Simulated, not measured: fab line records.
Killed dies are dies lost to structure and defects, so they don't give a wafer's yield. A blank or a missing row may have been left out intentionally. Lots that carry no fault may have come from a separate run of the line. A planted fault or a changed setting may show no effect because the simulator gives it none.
fab line records	flow nand-harc
record lots=5	wafers=13	last-day=25
route steps=1159 shown P_M1@288 END@1159
lots that met no fault: from a run of the same line without faults
start-h: hours from the record's opening day to when the first of the lot's shown wafers began	wait-h: how many hours have passed since the lot's step before this one	" unchanged from the row above	L1.1+2: one row covering several wafers at once	- no value, or no start given	* or withheld: withheld	< > ~ a bound
route shown NAME@n: NAME is a module with steps in the file, n the number in the route of the first one	usual: average and standard deviation across the fault-free wafers	same: alike in all rows	chamber/n: place in a boat	sites: readings site by site	_std_site: the standard deviation of these	_edge_site: outer sites' mean less inner sites'	radius-mm: for every site, how far away it sits from the centre of the wafer	mask NAME#n: copy n	behind: the tool/chamber that last shaped the wafer	hold: reason for holding the lot/hours on hold/outcome of the hold	device: whichever transistor did not switch (one of n, p or np)	end of line: tests run on the same wafers once the route is complete	a step without rows: its recipe alone	killed: dies that structure and defects cost at the first sort, which is not the same as the wafer's yield	map: a wafer's dies, x killed, . not, _ none there
set.NAME: the setting as run; set.NAME@STEP: as run at that earlier step	model.NAME: the simulator's own value behind a step, which no gauge read
lots at some steps of the route; a table a step, a row a wafer
services: from which hour (start-h, from the record's first day; less than 0 if before it) a tool's chamber was out of use, for how many hours, and why
## steps
# step NHARC_P_M1_COAT_34
# recipe temp-c=200	time-s=65
# step NHARC_P_M1_COAT_03
# recipe spin-rpm=1500	resist-thk-nm=90
# step NHARC_P_M1_SOFTBAKE_04
# recipe temp-c=105	time-s=55
# step NHARC_P_M1_EBR_05
# step NHARC_P_M1_EXPOSE_06
# recipe na=1.35	target-cd-nm=130	dose-mj=81.88	mask-id=P_M1
# step NHARC_P_M1_PEB_07
# recipe peb-temp-c=100	peb-time-s=65
# step NHARC_P_M1_DEVELOP_08
# recipe develop-time-s=35	dev-temp-c=23
# step NHARC_P_M1_CD_MEAS_09
# recipe target-cd-nm=130	landing-energy-ev=500
# usual cd-nm=129.1/0.92
lot.wafer	tool	chamber	start-h	wait-h	cd-nm
L490.1	cd-sem-02	0	177.07	-	130.2
L490.2	"	0	"	"	130.2
L490.3	"	0	"	"	130.4
L494.2	cd-sem-03	0	201.34	-	130.6
L494.3	"	0	"	"	130.1
L494.6	"	0	"	"	129.3
L495.2	cd-sem-01	0	216.68	-	128.1
L495.4	"	0	"	"	128.3
L495.5	"	0	"	"	128.7
L499.6	cd-sem-01	0	235.11	-	130.8
L503.1	cd-sem-03	0	257.23	-	129.3
L503.2	"	0	"	"	128.9
L503.5	"	0	"	"	128.6
# step NHARC_P_M1_OVL_MEAS_10
# recipe pitch-nm=260
# usual overlay-x-nm=0.2/0.88	overlay-y-nm=-0.1/0.87
lot.wafer	tool	chamber	start-h	wait-h	overlay-x-nm	overlay-y-nm
L490.1	overlay-01	-	177.16	-	0.0	-1.6
L490.2	"	-	"	"	-0.5	-1.8
L490.3	"	-	"	"	-0.1	-0.8
L494.2	overlay-01	-	201.42	-	1.1	-2.5
L494.3	"	-	"	"	0.9	-1.9
L494.6	"	-	"	"	0.6	-2.3
L495.2	overlay-02	-	216.77	-	1.0	0.0
L495.4	"	-	"	"	1.0	-0.2
L495.5	"	-	"	"	1.0	-0.4
L499.6	overlay-01	-	235.19	-	0.1	0.3
L503.1	overlay-01	-	257.32	-	-0.7	-1.4
L503.2	"	-	"	"	-0.9	-1.2
L503.5	"	-	"	"	-0.8	-2.0
# step NHARC_P_M1_INSPECT_11
# usual raw-defect-count=3.9/2.5
lot.wafer	tool	chamber	start-h	wait-h	raw-defect-count
L490.1	defect-inspect-02	-	177.19	0.0	2
L490.2	"	-	"	"	4
L490.3	"	-	"	"	4
L494.2	defect-inspect-01	-	201.46	0.0	3
L494.3	"	-	"	"	5
L494.6	"	-	"	"	3
L495.2	defect-inspect-02	-	216.80	0.0	3
L495.4	"	-	"	"	3
L495.5	"	-	"	"	1
L499.6	defect-inspect-01	-	235.22	0.0	2
L503.1	defect-inspect-01	-	257.35	0.0	5
L503.2	"	-	"	"	8
L503.5	"	-	"	"	5
# step NHARC_P_M1_DESCUM_14
# recipe time-s=3	o2-flow-sccm=200	ar-flow-sccm=0	bias-power-w=0	chemistry=O2
# usual drypump-motor-current-A=5.8/0.39	oes-product-au=1.002/0.013	rf-vpp-V=57.8/0.85	showerhead-plenum-p-Torr=1.94/0.084	throttle-valve-pct=11.311/0.0078
lot.wafer	tool	chamber	start-h	wait-h	drypump-motor-current-A	oes-product-au	rf-hours-counter-h	rf-vpp-V	showerhead-plenum-p-Torr	throttle-valve-pct
L490.1	rie-diel-11	0	177.25	0.1	6.3	0.987	9	57.6	1.93	11.294
L490.2	"	1	"	"	5.7	1.012	9	57.1	1.93	11.323
L490.3	"	3	"	"	5.3	0.995	8	58.1	2.04	11.322
L494.2	rie-diel-10	0	201.52	0.1	6.1	1.001	1	56.6	2.04	11.328
L494.3	"	1	"	"	5.0	0.984	1	57.5	1.83	11.292
L494.6	"	0	"	"	6.1	0.997	-	57.8	2.04	11.308
L495.2	rie-diel-12	3	216.86	0.1	5.6	1.004	0	60.1	2.00	11.311
L495.4	"	2	"	"	6.1	1.007	0	57.5	1.91	11.312
L495.5	"	0	"	"	5.5	0.993	-	58.3	2.07	11.308
L499.6	rie-diel-10	3	235.31	0.1	5.7	0.993	-	59.9	1.99	11.303
L503.2	rie-diel-12	1	257.41	0.1	6.2	0.995	4	56.1	1.80	11.303
L503.1	"	2	"	"	6.1	1.000	3	58.5	1.91	11.313
L503.5	"	1	"	"	6.2	0.995	-	56.4	1.80	11.303
# step NHARC_P_M1_ETCH_35
# recipe target-depth-a=400	overetch-a=120	time-s=43.94	ion-energy-ev=200	n2-flow-sccm=150	h2-flow-sccm=150	ar-flow-sccm=0	rf-w=400	bias-w=150	chemistry=N2/H2
# usual drypump-motor-current-A=5.8/0.38	oes-product-au=1.002/0.013	rf-vpp-V=431.5/2.7	showerhead-plenum-p-Torr=2.07/0.092	throttle-valve-pct=14.172/0.0089
lot.wafer	tool	chamber	start-h	wait-h	drypump-motor-current-A	oes-product-au	rf-hours-counter-h	rf-vpp-V	showerhead-plenum-p-Torr	throttle-valve-pct
L490.2	rie-diel-11	3	177.34	0.1	5.3	0.994	8	434.2	2.18	14.190
L490.1	"	1	"	"	5.7	1.012	9	430.2	2.06	14.165
L490.3	"	2	"	"	5.8	0.997	9	430.2	1.98	14.167
L494.2	rie-diel-10	1	201.62	0.1	5.0	0.995	1	428.0	1.94	14.170
L494.3	"	2	"	"	6.4	0.998	1	431.8	2.05	14.165
L494.6	"	0	"	"	6.1	1.004	-	433.2	2.18	14.183
L495.4	rie-diel-12	2	216.95	0.1	6.2	1.003	0	431.1	2.04	14.169
L495.2	"	1	"	"	6.2	1.006	0	426.5	1.92	14.159
L495.5	"	2	"	"	6.2	1.005	-	431.1	2.04	14.164
L499.6	rie-diel-10	1	235.39	0.1	5.0	0.988	-	427.8	1.94	14.180
L503.1	rie-diel-12	0	257.51	0.1	5.6	0.994	4	435.1	2.20	14.190
L503.2	"	1	"	"	6.2	0.995	4	427.7	1.92	14.174
L503.5	"	0	"	"	5.6	0.995	-	436.9	2.20	14.167
# step NHARC_P_M1_ETCH_15
# recipe target-depth-a=1825	time-s=91.2	c4f8-flow-sccm=withheld	ar-flow-sccm=400	rf-w=600	bias-w=300	chemistry=C4F8/Ar
# usual oes-product-au=0.950/0.024	rf-vpp-V=441.4/2.5
lot.wafer	tool	chamber	start-h	wait-h	oes-product-au	rf-hours-counter-h	rf-vpp-V
L490.1	rie-diel-11	0	177.43	-	0.952	9	443.0
L490.2	"	1	"	"	0.964	9	440.8
L490.3	"	3	"	"	0.966	8	444.1
L494.3	rie-diel-10	2	201.70	-	0.973	1	440.6
L494.2	"	3	"	"	0.963	1	443.4
L494.6	"	2	"	"	0.972	-	440.0
L495.2	rie-diel-12	1	217.04	-	0.981	0	437.6
L495.4	"	2	"	"	0.986	0	441.5
L495.5	"	2	"	"	0.989	-	440.6
L499.6	rie-diel-10	2	235.49	-	0.855	-	439.5
L503.1	rie-diel-12	3	257.59	-	0.972	4	442.0
L503.2	"	1	"	"	0.951	4	437.1
L503.5	"	3	"	"	0.978	-	443.9
# step NHARC_P_M1_CD_MEAS_16
# usual cd-nm=129.3/1.2
lot.wafer	tool	chamber	start-h	wait-h	cd-nm
L490.1	cd-sem-01	-	177.56	-	130.1
L490.2	"	-	"	"	131.8
L490.3	"	-	"	"	131.7
L494.2	cd-sem-02	-	201.84	-	131.8
L494.3	"	-	"	"	130.9
L494.6	"	-	"	"	129.7
L495.2	cd-sem-01	-	217.17	-	128.0
L495.4	"	-	"	"	128.5
L495.5	"	-	"	"	129.4
L499.6	cd-sem-02	-	235.60	-	130.0
L503.1	cd-sem-03	-	257.72	-	129.5
L503.2	"	-	"	"	129.2
L503.5	"	-	"	"	129.7
# step NHARC_END_SORT_01
# recipe temp-c=25
# usual defect-limited-yield=95.5/1.4	killed-at-array=26/9.1	killed-at-other=0.7/0.9	killed-at-periphery=3.6/2.8	killed-dies=30/9.2	killed-open=3.0/1.9	killed-short=2.0/1.4	sort_bin_2_pct=1.4/0.6	sort_bin_3_pct=0.23/0.17	sort_bin_4_pct=2.8/0.92	sort-n-pass=647/9.2	sort-rim-yield-pct=95.9/2.1	sort-yield-pct=95.5/1.4
# same gross-dies=677	sort_bin_5_pct[%]=0	sort_bin_6_pct[%]=0	sort_bin_7_pct[%]=0	sort_bin_8_pct[%]=0	sort-rim-n-gross=106.00
lot.wafer	tool	chamber	start-h	wait-h	hold	defect-limited-yield[%]	killed-at-array	killed-at-other	killed-at-periphery	killed-dies	killed-open	killed-short	sort_bin_2_pct[%]	sort_bin_3_pct[%]	sort_bin_4_pct[%]	sort-n-pass	sort-rim-yield-pct[%]	sort-yield-pct[%]
L490.1	prober-01	0	489.48	2.5	-	95.3	28	2	2	32	3	3	1.9	0.30	2.5	645	92.5	95.3
L490.2	prober-01	0	490.28	2.8	-	96.5	23	0	1	24	5	2	0.7	0	2.8	653	95.3	96.5
L490.3	prober-01	0	491.07	3.1	-	96.6	22	1	0	23	5	4	0.6	0.15	2.7	654	93.4	96.6
L494.2	prober-01	0	513.17	2.8	-	94.5	32	2	3	37	2	1	1.3	0.15	4.0	640	92.5	94.5
L494.3	prober-01	0	513.97	3.1	-	95.7	25	1	3	29	3	2	1.8	0.30	2.2	648	94.3	95.7
L494.6	prober-01	0	516.36	4.0	-	92.9	43	2	3	48	3	5	1.5	0.30	5.3	629	88.7	92.9
L495.2	prober-01	0	562.55	2.8	-	95.0	27	2	5	34	3	2	1.8	0.44	2.8	643	94.3	95.0
L495.4	prober-01	0	564.17	3.4	-	93.9	34	0	7	41	6	3	1.6	0.30	4.1	636	98.1	93.9
L495.5	prober-01	0	564.98	3.7	-	95.4	23	1	7	31	6	3	1.5	0	3.1	646	96.2	95.4
L499.6	prober-01	0	581.47	4.0	await-dispo/4.1h/release	93.8	37	1	4	42	1	2	1.6	0.44	4.1	635	92.5	93.8
L503.1	prober-02	0	585.03	2.5	-	93.5	40	0	4	44	5	3	2.1	0.59	3.8	633	95.3	93.5
L503.2	prober-02	0	585.83	2.8	-	93.2	40	0	6	46	3	1	1.8	0.44	4.6	631	92.5	93.2
L503.5	prober-02	0	588.25	3.7	-	96.2	25	0	1	26	2	0	1.9	0.30	1.6	651	94.3	96.2
# killed by level:class
L490.1 A_SLIT:chamber-film-flake=11 A_CHANNEL_HOLE_D1:chamber-film-flake=6 A_STAIRCASE:chamber-film-flake=5 A_CONTACT:chamber-film-flake=2 P_CONTACT:geometric-particle:open=1 A_CHANNEL_FILL_D1:geometric-particle:short=1 A_WL_FILL:geometric-particle:open=1 A_CONTACT:geometric-particle:open=1
L490.2 A_SLIT:chamber-film-flake=8 A_CHANNEL_HOLE_D1:chamber-film-flake=3 A_STAIRCASE:chamber-film-flake=3 A_M0:geometric-particle:open=2 A_CHANNEL_FILL_D1:geometric-particle:open=1 A_SGD_CUT:geometric-particle:open=1 A_WL_FILL:geometric-particle:open=1 A_BLC:geometric-particle:short=1
L490.3 A_SLIT:chamber-film-flake=6 A_STAIRCASE:chamber-film-flake=4 A_CHANNEL_HOLE_D1:chamber-film-flake=3 A_CHANNEL_FILL_D1:geometric-particle:open=2 A_CHANNEL_FILL_D1:geometric-particle:short=2 A_WL_FILL:geometric-particle:short=2 A_CONTACT:geometric-particle:open=2 A_WL_FILL:geometric-particle:open=1
L494.2 A_SLIT:chamber-film-flake=14 A_CHANNEL_HOLE_D1:chamber-film-flake=9 A_CONTACT:chamber-film-flake=4 A_STAIRCASE:chamber-film-flake=3 THIN_TSV:chamber-film-flake=2 P_GATE:geometric-particle:open=1 P_M0:geometric-particle:short=1 A_M0:geometric-particle:open=1
L494.3 A_SLIT:chamber-film-flake=14 A_STAIRCASE:chamber-film-flake=3 A_CONTACT:chamber-film-flake=3 A_CHANNEL_HOLE_D1:chamber-film-flake=2 P_M0:geometric-particle:open=1 A_ONON_D1:geometric-particle:open=1 A_CHANNEL_HOLE_D1:geometric-particle:open=1 A_WL_FILL:geometric-particle:short=1
L494.6 A_SLIT:chamber-film-flake=16 A_CHANNEL_HOLE_D1:chamber-film-flake=8 A_STAIRCASE:chamber-film-flake=6 A_CONTACT:chamber-film-flake=3 A_CHANNEL_FILL_D1:geometric-particle:short=2 A_CONTACT:geometric-particle:short=2 A_WL_FILL:chamber-film-flake=2 P_M0:geometric-particle:open=1
L495.2 A_CHANNEL_HOLE_D1:chamber-film-flake=16 A_CONTACT:chamber-film-flake=5 P_M1:chamber-film-flake=3 P_CONTACT:geometric-particle:open=1 A_STAIRCASE:geometric-particle:open=1 A_WL_FILL:geometric-particle:open=1 A_M0:geometric-particle:short=1 STARTING-WAFER:geometric-particle:short=1
L495.4 A_CHANNEL_HOLE_D1:chamber-film-flake=18 A_CONTACT:chamber-film-flake=8 P_GATE:geometric-particle:short=2 P_CONTACT:geometric-particle:open=2 P_BONDPAD:chamber-film-flake=2 A_SGD_CUT:geometric-particle:short=1 A_SGD_CUT:geometric-particle:open=1 A_CONTACT:geometric-particle:open=1
L495.5 A_CHANNEL_HOLE_D1:chamber-film-flake=14 P_BONDPAD:chamber-film-flake=4 A_CONTACT:chamber-film-flake=3 P_M0:geometric-particle:open=2 A_ONON_D1:geometric-particle:open=2 P_M0:geometric-particle:short=1 A_SGD_CUT:geometric-particle:short=1 A_CONTACT:geometric-particle:open=1
L499.6 A_SLIT:chamber-film-flake=15 A_CHANNEL_HOLE_D1:chamber-film-flake=14 A_CONTACT:chamber-film-flake=7 P_M1:area-etch=3 P_CONTACT:geometric-particle:short=1 A_CHANNEL_HOLE_D1:geometric-particle:open=1 STARTING-WAFER:geometric-particle:short=1
L503.1 A_SLIT:chamber-film-flake=17 A_CHANNEL_HOLE_D1:chamber-film-flake=11 P_STI:chamber-film-flake=3 A_CHANNEL_FILL_D1:geometric-particle:short=2 A_CONTACT:geometric-particle:open=2 A_CHANNEL_FILL_D1:chamber-film-flake=2 P_GATE:geometric-particle:open=1 A_SOURCE_PLATE:geometric-particle:open=1
L503.2 A_SLIT:chamber-film-flake=18 A_CHANNEL_HOLE_D1:chamber-film-flake=12 A_CONTACT:chamber-film-flake=4 P_ZERO_WELL:chamber-film-flake=3 P_STI:chamber-film-flake=2 A_STAIRCASE:chamber-film-flake=2 A_WL_FILL:geometric-particle:open=1 A_CONTACT:geometric-particle:open=1
L503.5 A_SLIT:chamber-film-flake=15 A_CHANNEL_HOLE_D1:chamber-film-flake=9 P_M0:geometric-particle:open=1 A_M0:geometric-particle:open=1
# map L499.6 (x killed, . not)
____________.____________
_________......._________
_______..........._______
______.............______
_____..............._____
____................x____
____.........x.......____
___..................x___
___..................x___
__.....................__
__.....................__
_......................._
_......................._
_......................._
_......................._
_......x............x..._
.........................
x.xx.....................
......x..................
......x..x...............
....x.x..................
_...xx..x......x........_
_.....x..x..........x..._
_.....xx..........x....._
_...............x..xx.x._
_......x...........x.xx._
__................x..x.__
__......x............xx__
___...............x.x.___
___...............x...___
____.................____
____.................____
_____..............._____
______.............______
_______........xx._______
_________......._________
____________.____________
# map L494.6 (x killed, . not)
____________.____________
_________......x_________
_______........x.._______
______.........x...______
_____..............._____
____.................____
____..............x..____
___...................___
___...............x...___
__....................x__
__.....................__
_..x........x..........._
_....x.................._
_...x..................._
_.xx...................._
_x.xx.............x....._
...xx....................
.x.............x.......x.
.......................x.
..............x.........x
.........................
_......x................_
_......................._
_.......xx..........x..x_
_..................xx..._
_...................xx.._
__..................xxx__
__..................x.x__
___x..x............xxx___
___................x.x___
____x................____
____............x....____
_____..........x...._____
______.............______
_______..........._______
_________......._________
____________.____________
## services
tool	chamber	start-h	hours	kind
rie-diel-12	0	157.11	-	clean
rie-diel-12	1	157.11	-	clean
rie-diel-12	2	157.11	-	clean
rie-diel-12	3	157.11	-	clean
rie-diel-12	0	163.84	3.2	repair
rie-diel-10	-	176.50	9.0	pm
rie-diel-12	0	181.61	-	clean
rie-diel-12	1	181.61	-	clean
rie-diel-12	2	181.61	-	clean
rie-diel-12	3	181.61	-	clean
rie-diel-11	-	189.50	9.0	pm
rie-diel-12	-	202.44	9.0	pm
rie-diel-12	0	202.44	9.0	vent-cycle
rie-diel-12	1	202.44	9.0	vent-cycle
rie-diel-12	2	202.44	9.0	vent-cycle
rie-diel-12	3	202.44	9.0	vent-cycle
rie-diel-12	0	211.44	-	clean
rie-diel-12	1	211.44	-	clean
rie-diel-12	2	211.44	-	clean
rie-diel-12	3	211.44	-	clean
rie-diel-10	1	214.81	3.1	repair
rie-diel-12	0	235.94	-	clean
rie-diel-12	1	235.94	-	clean
rie-diel-12	2	235.94	-	clean
## key
first-sign step=NHARC_P_M1_ETCH_15	reading=oes-product-au	direction=down	sigmas=4	usual=0.950	struck=0.855
effect none on later readings
met-at NHARC_P_M1_ETCH_15
struck-wafers L499.6
onset-between 201.70 235.49
fault kind=process-parameter-drift	tool=rie-diel-10	chamber=-	onset-h=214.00	steps=NHARC_P_M1_ETCH_15	channel=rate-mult	offset=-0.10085	shape=step	end-h=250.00
